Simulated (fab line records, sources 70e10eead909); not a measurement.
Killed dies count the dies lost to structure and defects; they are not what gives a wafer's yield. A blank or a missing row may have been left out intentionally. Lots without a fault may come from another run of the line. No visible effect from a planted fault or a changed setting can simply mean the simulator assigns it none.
A struck lot beside a sound one | flow nandHarc | 16 steps out of a route of 1159
Sound: wafers L765.1, L765.5, L765.6. Struck: wafer L777.2 (L777.1, L777.3, from the same lot, were not struck and are left out); the cause is given at the end.
Per side, at each step with rows, come the tool, then ch with its chambers, and then its first start. Under that, the readings that differ: sound wafers | struck wafers | difference of the means | sigmas: that difference in standard deviations of wafers without a fault.
alike: a reading whose means differ by less than 2 such deviations, as well as words and numbers matching on both sides. not compared: withheld readings; readings where some wafer has no value; bounds like >300 that might hide an equal value; numbers whose values overlap and for which the record gives no deviation.
A row with sigmas, a row that says differs or no value, or rows on one side alone: a step with any of these is where the two part. Non-overlapping numbers with no deviation appear without sigmas and do not part them. Lack of a reading on every wafer of one side parts them only where that side has two or more wafers.

NHARC_P_START_INSPECT_01:
  sound on defectInspect-01 at day 1 18:02; struck on defectInspect-02 at day 4 18:02
  alike: rawDefectCount
then, 9 steps without rows for these wafers: NHARC_P_ZERO_WELL_PRECLEAN_00 (cleans in SPM, time 600 s); NHARC_P_ZERO_WELL_SRD_01; NHARC_P_ZERO_WELL_PECVD_02 (deposits SiO2, target thk 10 nm); NHARC_P_ZERO_WELL_DEHYDRATE_03 (time 120 s); NHARC_P_ZERO_WELL_HMDS_04 (time 30 s); NHARC_P_ZERO_WELL_COAT_64 (time 65 s); NHARC_P_ZERO_WELL_COAT_05 (resist thk 600 nm); NHARC_P_ZERO_WELL_SOFTBAKE_06 (time 70 s); NHARC_P_ZERO_WELL_EBR_07.
NHARC_P_ZERO_WELL_EXPOSE_08: exposes mask P ZERO, target cd 500 nm.
  sound on krfScanner-03 ch 0, day 1 19:04; struck on krfScanner-03 ch 0, day 4 19:05
  alike: mask, exposureDoseMJCm2
then, 2 steps without rows for these wafers: NHARC_P_ZERO_WELL_PEB_09 (peb time 80 s); NHARC_P_ZERO_WELL_DEVELOP_10 (time 50 s).
NHARC_P_ZERO_WELL_CD_MEAS_11: target cd 500 nm.
  sound on cdSem-01 ch 0, day 1 19:13; struck on cdSem-02 ch 0, day 4 19:14
reading   | sound             | struck | difference | sigmas
cdNm (nm) | 499.7 496.6 494.8 | 511.8  | +14.8      | +6
then, 2 steps without rows for these wafers: NHARC_P_ZERO_WELL_HARDBAKE_12 (time 65 s); NHARC_END_SORT_01.

WHERE THEY PART
Only at NHARC_P_ZERO_WELL_CD_MEAS_11, as far as this record shows.

WHY: the cause the simulator had injected
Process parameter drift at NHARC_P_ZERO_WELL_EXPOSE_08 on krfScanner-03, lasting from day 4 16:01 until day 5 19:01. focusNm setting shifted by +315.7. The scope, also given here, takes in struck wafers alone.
